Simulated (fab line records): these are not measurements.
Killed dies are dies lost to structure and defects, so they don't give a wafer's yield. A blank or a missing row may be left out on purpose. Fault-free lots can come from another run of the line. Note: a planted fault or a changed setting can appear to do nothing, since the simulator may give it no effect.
Which tool was responsible? -- flow n5Finfet -- Sampling: 20 lots, 60 wafers, 6 of 1938 route steps

## WHAT EACH GAUGE READ, for each wafer
The record holds no reading of a measuring or inspecting step that can be judged against a usual standard deviation.

## TOOL THAT RAN EACH LOT (tool first, then ch and the chambers of the sampled wafers, then the start)
lot,N5_BEOL_M2_DESCUM_33,N5_BEOL_M2_ETCH_70,N5_BEOL_M2_STRIP_97,N5_BEOL_M2_SPUTTER_81,N5_BEOL_M2_ANNEAL_91,N5_BEOL_M2_CMP_52
L074,"rieDiel-05 ch 0,1,2, day 6 23:59","rieDiel-06 ch 0,1,2, day 7 09:26","rieDiel-06 ch 0,1,2, day 7 11:47 or earlier","pvdSputter-01, day 7 11:47","pvdSputter-01, day 7 12:31","cmp-01 ch 1,2,3, day 7 13:38"
L076,"rieDiel-06 ch 0,3, day 7 08:47","rieDiel-04 ch 0,1,2, day 7 13:02","rieDiel-04 ch 0,1,2, day 7 15:00 or earlier","pvdSputter-02, day 7 15:00","pvdSputter-02, day 7 15:44","cmp-01 ch 1,2,3, day 7 16:53"
L077,"rieDiel-04 ch 1,2,3, day 7 18:59","rieDiel-05 ch 2,3, day 7 22:14","rieDiel-05 ch 2,3, day 8 01:23 or earlier","pvdSputter-01, day 8 01:23","pvdSputter-01, day 8 02:08","cmp-02 ch 0,1,3, day 8 03:19"
L078,"rieDiel-06 ch 0,1,2, day 7 23:35","rieDiel-04 ch 0,2,3, day 8 02:29","rieDiel-04 ch 0,2,3, day 8 04:19 or earlier","pvdSputter-01, day 8 04:19","pvdSputter-01, day 8 05:03","cmp-04 ch 1,2,3, day 8 06:08"
L079,"rieDiel-04 ch 1,2,3, day 8 09:57","rieDiel-04 ch 0,1,3, day 8 14:02","rieDiel-04 ch 0,1,3, day 8 16:10 or earlier","pvdSputter-02, day 8 16:10","pvdSputter-02, day 8 16:55","cmp-01 ch 1,2, day 8 20:39"
L081,"rieDiel-05 ch 0,1, day 8 19:38","rieDiel-04 ch 1,2,3, day 8 20:17","rieDiel-04 ch 1,2,3, day 8 21:50 or earlier","pvdSputter-03, day 8 21:50","pvdSputter-03, day 8 22:34","cmp-02 ch 0,2,3, day 9 01:28"
L080,"rieDiel-05 ch 1,2, day 8 19:50","rieDiel-05 ch 0,1,2, day 8 20:24","rieDiel-05 ch 0,1,2, day 8 21:58 or earlier","pvdSputter-01, day 8 21:58","pvdSputter-01, day 8 22:43","cmp-04 ch 0,2,3, day 9 01:44"
L082,"rieDiel-04 ch 0,3, day 8 20:37","rieDiel-04 ch 1,2,3, day 8 20:55","rieDiel-04 ch 1,2,3, day 8 23:58 or earlier","pvdSputter-02, day 8 23:58","pvdSputter-02, day 9 00:43","cmp-02 ch 1,2, day 9 03:17"
L083,"rieDiel-06 ch 0,2, day 9 04:13","rieDiel-04 ch 1,3, day 9 09:49","rieDiel-04 ch 1,3, day 9 11:40 or earlier","pvdSputter-01, day 9 11:40","pvdSputter-01, day 9 12:24","cmp-02 ch 0,2, day 9 14:44"
L084,"rieDiel-06 ch 1,2, day 9 06:08","rieDiel-06 ch 2,3, day 9 09:56","rieDiel-06 ch 2,3, day 9 13:30 or earlier","pvdSputter-01, day 9 13:30","pvdSputter-01, day 9 14:14","cmp-02 ch 0,2, day 9 15:20"
L085,"rieDiel-05 ch 0,2, day 9 12:00","rieDiel-04 ch 1,3, day 9 14:53","rieDiel-04 ch 1,3, day 9 16:56 or earlier","pvdSputter-01, day 9 16:56","pvdSputter-01, day 9 17:41","cmp-01 ch 1,2,3, day 9 19:28"
L086,"rieDiel-06 ch 1,2,3, day 9 12:32","rieDiel-06 ch 1,2,3, day 10 17:00","rieDiel-06 ch 1,2,3, day 10 18:40 or earlier","pvdSputter-03, day 10 18:40","pvdSputter-03, day 10 19:24","cmp-02 ch 0,1,3, day 11 00:07"
L088,"rieDiel-04 ch 0,1,3, day 10 06:13","rieDiel-04 ch 0,2,3, day 10 17:27","rieDiel-04 ch 0,2,3, day 10 20:24 or earlier","pvdSputter-01, day 10 20:24","pvdSputter-01, day 10 21:08","cmp-04 ch 1,2, day 11 02:06"
L087,"rieDiel-06 ch 1,2,3, day 10 11:13","rieDiel-05 ch 0,1,2, day 10 21:37","rieDiel-05 ch 0,1,2, day 10 23:38 or earlier","pvdSputter-03, day 10 23:38","pvdSputter-03, day 11 00:23","cmp-04 ch 1,2,3, day 11 05:59"
L090,"rieDiel-06 ch 0,1,3, day 11 09:15","rieDiel-04 ch 2,3, day 11 10:19","rieDiel-04 ch 2,3, day 11 11:52 or earlier","pvdSputter-03, day 11 11:52","pvdSputter-03, day 11 12:36","cmp-01 ch 0,1,2, day 11 14:40"
L093,"rieDiel-06 ch 0,1,3, day 11 16:07","rieDiel-05 ch 0,1,3, day 12 06:43","rieDiel-05 ch 0,1,3, day 12 10:59 or earlier","pvdSputter-01, day 12 10:59","pvdSputter-01, day 12 11:43","cmp-04 ch 0,2,3, day 12 12:48"
L094,"rieDiel-04 ch 0,1,3, day 12 12:50","rieDiel-04 ch 0,1,3, day 12 16:16","rieDiel-04 ch 0,1,3, day 12 18:55 or earlier","pvdSputter-01, day 12 18:55","pvdSputter-01, day 12 19:39","cmp-02 ch 1,2,3, day 12 20:43"
L095,"rieDiel-05 ch 0,1,3, day 12 14:28","rieDiel-05 ch 0,1, day 13 04:35","rieDiel-05 ch 0,1, day 13 07:06 or earlier","pvdSputter-03, day 13 07:06","pvdSputter-03, day 13 07:50","cmp-04 ch 1,3, day 13 09:17"
L096,"rieDiel-04 ch 0,1, day 12 22:48","rieDiel-05 ch 1,2,3, day 13 18:33","rieDiel-05 ch 1,2,3, day 13 20:22 or earlier","pvdSputter-02, day 13 20:22","pvdSputter-02, day 13 21:07","cmp-04 ch 0,2,3, day 13 22:16"
L097,"rieDiel-06 ch 0,1, day 13 05:10","rieDiel-06 ch 0,3, day 13 22:43","rieDiel-06 ch 0,3, day 14 00:36 or earlier","pvdSputter-03, day 14 00:36","pvdSputter-03, day 14 01:20","cmp-02 ch 0,1,2, day 14 02:29"
- N5_BEOL_M2_DESCUM_33: chemistry O2, time 7 s.
- N5_BEOL_M2_ETCH_70: etches SOC in N2/H2, target depth 80 nm, overetch 24 nm, time 130 s.
- N5_BEOL_M2_STRIP_97: strips in N2/H2, time 10 s.
- N5_BEOL_M2_SPUTTER_81: material Cu, target thk 4.5 nm, time 8.29 s.
- N5_BEOL_M2_ANNEAL_91: time 240 s.
- N5_BEOL_M2_CMP_52: polishes, stops on SiOC, t overpolish 6.8 s, target thk 40 nm.

## WHAT THE TOOLS THEMSELVES READ (means of the sampled wafers that have a number; where no wafer has one, the mark that the record gives instead)
N5_BEOL_M2_DESCUM_33.
lot,tool,drypumpMotorCurrentA (A),oesProductAu (a.u.),rfFwdPowerW (W),rfVppV (V),showerheadPlenumPTorr (Torr),tempC (C),throttleValvePct (%)
L074,rieDiel-05,5.82,0.87,49.47,243.0,2.12,39.99,20.15
L076,rieDiel-06,5.48,0.81,49.26,244.6,2.18,40.04,20.31
L077,rieDiel-04,5.84,0.85,49.64,243.6,2.11,40.02,20.51
L078,rieDiel-06,5.67,0.86,49.07,243.9,2.16,40.00,20.20
L079,rieDiel-04,5.83,0.84,49.40,243.7,2.11,39.94,20.51
L081,rieDiel-05,5.72,0.87,49.35,243.3,2.13,40.00,19.95
L080,rieDiel-05,6.05,0.86,49.37,244.0,2.11,39.98,20.26
L082,rieDiel-04,5.83,0.81,49.28,244.4,2.18,39.93,20.43
L083,rieDiel-06,5.72,0.85,49.23,245.2,2.21,40.02,20.13
L084,rieDiel-06,5.68,0.85,48.86,243.5,2.15,40.09,20.07
L085,rieDiel-05,5.77,0.79,49.45,243.6,2.11,40.00,20.34
L086,rieDiel-06,5.52,0.89,49.09,243.8,2.13,40.06,19.99
L088,rieDiel-04,5.84,0.81,49.50,243.6,2.13,39.90,20.37
L087,rieDiel-06,5.54,0.88,49.08,244.7,2.12,40.05,19.99
L090,rieDiel-06,5.49,0.85,49.13,243.4,2.12,39.89,20.15
L093,rieDiel-06,5.47,0.85,49.11,243.3,2.12,40.01,20.15
L094,rieDiel-04,5.84,0.89,49.58,243.6,2.13,39.96,20.27
L095,rieDiel-05,5.76,0.84,49.54,243.0,2.09,39.97,20.14
L096,rieDiel-04,5.63,0.91,49.56,242.9,2.08,40.01,20.14
L097,rieDiel-06,5.58,0.80,49.33,242.8,2.09,40.01,20.33

N5_BEOL_M2_ETCH_70.
lot,tool,drypumpMotorCurrentA (A),oesProductAu (a.u.),rfFwdPowerW (W),rfVppV (V),showerheadPlenumPTorr (Torr),tempC (C),throttleValvePct (%)
L074,rieDiel-06,5.67,0.64,833.2,526.0,2.63,40.02,17.6
L076,rieDiel-04,5.66,0.58,835.4,522.9,2.51,40.01,17.9
L077,rieDiel-05,5.99,0.54,835.5,523.0,2.53,39.95,18.1
L078,rieDiel-04,5.64,0.56,835.9,523.4,2.55,40.00,18.0
L079,rieDiel-04,5.84,0.61,836.5,525.8,2.61,40.09,17.7
L081,rieDiel-04,5.86,0.62,835.9,523.7,2.58,39.99,17.9
L080,rieDiel-05,5.85,0.62,834.2,524.6,2.57,40.06,17.6
L082,rieDiel-04,5.84,0.61,837.4,525.2,2.58,39.93,17.9
L083,rieDiel-04,6.03,0.67,837.1,526.3,2.64,40.03,17.7
L084,rieDiel-06,5.44,0.70,830.7,526.6,2.63,40.04,17.3
L085,rieDiel-04,6.05,0.64,837.4,527.0,2.67,40.00,17.7
L086,rieDiel-06,5.53,0.65,832.7,524.5,2.58,39.99,17.4
L088,rieDiel-04,5.64,0.54,836.0,524.6,2.54,40.00,18.0
L087,rieDiel-05,5.86,0.60,837.1,524.9,2.57,40.00,17.6
L090,rieDiel-04,5.85,0.58,838.1,524.7,2.60,40.08,18.0
L093,rieDiel-05,5.75,0.62,835.6,523.0,2.54,40.11,17.6
L094,rieDiel-04,5.81,0.64,837.0,525.0,2.59,40.04,17.7
L095,rieDiel-05,5.65,0.58,834.5,524.0,2.55,40.00,17.5
L096,rieDiel-05,5.93,0.63,837.5,522.9,2.54,40.09,17.7
L097,rieDiel-06,5.47,0.61,835.2,526.1,2.65,40.03,17.7

N5_BEOL_M2_STRIP_97.
lot,tool,drypumpMotorCurrentA (A),oesProductAu (a.u.),rfVppV (V),showerheadPlenumPTorr (Torr),tempC (C),throttleValvePct (%)
L074,rieDiel-06,5.65,0.86,59.1,2.63,40.00,23.5
L076,rieDiel-04,5.65,0.78,58.9,2.51,40.06,23.8
L077,rieDiel-05,5.97,0.73,58.4,2.53,40.05,24.1
L078,rieDiel-04,5.64,0.74,59.4,2.54,40.09,23.9
L079,rieDiel-04,5.81,0.84,59.8,2.60,40.03,23.6
L081,rieDiel-04,5.86,0.84,59.9,2.57,40.04,23.8
L080,rieDiel-05,5.85,0.84,59.5,2.57,40.07,23.4
L082,rieDiel-04,5.84,0.84,59.0,2.57,40.02,23.8
L083,rieDiel-04,6.05,0.91,59.6,2.63,40.06,23.5
L084,rieDiel-06,5.43,0.95,59.0,2.63,39.93,23.2
L085,rieDiel-04,6.05,0.89,58.8,2.66,39.90,23.6
L086,rieDiel-06,5.56,0.88,60.3,2.58,40.01,23.4
L088,rieDiel-04,5.64,0.73,59.0,2.53,40.03,23.9
L087,rieDiel-05,5.85,0.82,59.7,2.56,40.11,23.4
L090,rieDiel-04,5.85,0.79,58.6,2.60,40.00,23.9
L093,rieDiel-05,5.76,0.84,59.4,2.54,40.07,23.4
L094,rieDiel-04,5.82,0.89,59.1,2.59,39.93,23.6
L095,rieDiel-05,5.66,0.78,59.4,2.54,40.00,23.2
L096,rieDiel-05,5.97,0.84,59.3,2.54,39.95,23.6
L097,rieDiel-06,5.49,0.84,59.7,2.65,39.95,23.6

N5_BEOL_M2_SPUTTER_81.
lot,tool,chuckGasFlowSccm (sccm),chuckSensorTempC (C),throttleValvePct (%)
L074,pvdSputter-01,1.30,-16.1,30.4
L076,pvdSputter-02,1.23,-16.3,31.7
L077,pvdSputter-01,1.25,-16.1,30.6
L078,pvdSputter-01,1.24,-15.9,30.9
L079,pvdSputter-02,1.32,-16.4,32.0
L081,pvdSputter-03,1.29,-16.1,31.0
L080,pvdSputter-01,1.25,-15.9,30.2
L082,pvdSputter-02,1.28,-16.2,30.7
L083,pvdSputter-01,1.36,-15.6,30.5
L084,pvdSputter-01,1.29,-16.2,30.5
L085,pvdSputter-01,1.25,-16.1,30.4
L086,pvdSputter-03,1.26,-15.9,29.9
L088,pvdSputter-01,1.29,-15.6,30.9
L087,pvdSputter-03,1.22,-15.9,29.6
L090,pvdSputter-03,1.29,-16.2,30.8
L093,pvdSputter-01,1.23,-15.8,30.8
L094,pvdSputter-01,1.24,-15.8,30.9
L095,pvdSputter-03,1.21,-16.3,31.1
L096,pvdSputter-02,1.19,-16.2,30.6
L097,pvdSputter-03,1.30,-15.7,29.4

N5_BEOL_M2_ANNEAL_91.
lot,tool,heaterPowerW (W)
L074,pvdSputter-01,764
L076,pvdSputter-02,886
L077,pvdSputter-01,879
L078,pvdSputter-01,757
L079,pvdSputter-02,830
L081,pvdSputter-03,848
L080,pvdSputter-01,793
L082,pvdSputter-02,898
L083,pvdSputter-01,654
L084,pvdSputter-01,779
L085,pvdSputter-01,764
L086,pvdSputter-03,779
L088,pvdSputter-01,771
L087,pvdSputter-03,806
L090,pvdSputter-03,841
L093,pvdSputter-01,768
L094,pvdSputter-01,760
L095,pvdSputter-03,804
L096,pvdSputter-02,891
L097,pvdSputter-03,776

N5_BEOL_M2_CMP_52.
lot,tool,barrierFieldEndpointS (s),motorCurrentA (A),overpolishRunS (s),padLifeWafers,slurryFlowMlMin,timeToEndpointS (s)
L074,cmp-01,24.9,5.7,6.804,860,150.0,66
L076,cmp-01,24.7,5.6,6.802,884,150.1,66
L077,cmp-02,24.5,6.1,6.803,501,149.5,63
L078,cmp-04,24.0,6.2,6.789,859,149.9,59
L079,cmp-01,25.3,5.7,6.799,1092,150.3,65
L081,cmp-02,25.1,6.2,6.803,644,150.6,64
L080,cmp-04,25.2,5.7,6.801,998,150.3,62
L082,cmp-02,24.9,5.3,6.799,654,150.3,64
L083,cmp-02,24.5,6.0,6.794,751,150.3,62
L084,cmp-02,25.0,6.3,6.799,757,149.6,64
L085,cmp-01,24.6,5.5,6.795,1310,149.8,63
L086,cmp-02,24.7,6.0,6.799,1058,150.3,64
L088,cmp-04,23.5,6.1,6.803,1224,150.2,57
L087,cmp-04,24.3,6.3,6.809,1250,150.3,60
L090,cmp-01,24.7,5.5,6.798,1604,150.0,62
L093,cmp-04,25.3,5.9,6.807,1484,149.5,66
L094,cmp-02,24.3,5.8,6.802,1441,150.1,62
L095,cmp-04,24.9,6.5,6.806,1646,150.2,66
L096,cmp-04,25.6,5.9,6.800,1754,150.2,69
L097,cmp-02,24.8,5.8,6.796,1688,150.1,65

## THE ANSWER, worked out from the rows above alone
Rule: the lots themselves supply what counts as usual. The widest of any qualifying gaps counts: lots, ordered by their means at a reading, are off when they make up no more than a third of the lots, leave a main group of 4 or more, and stand apart from it by 3 or more times the standard deviation of that group's means. If all means in a main group match to the digits the tables above print for the reading, that group is not used. Also off: a lot with no number at a reading for which 4 or more lots have one. Where the step has rows for the other lots, those lots are counted as sound. The gauges are gone through in route order, then the tools' own readings, and for those a lot's mean is taken as printed above. At the first step where some lot is off, the reading lying furthest off is the one used; lots without a number count as furthest.
No lot is off on any of the readings shown, so nothing can be concluded from this.

## WHAT WAS PUT IN BY THE SIMULATOR
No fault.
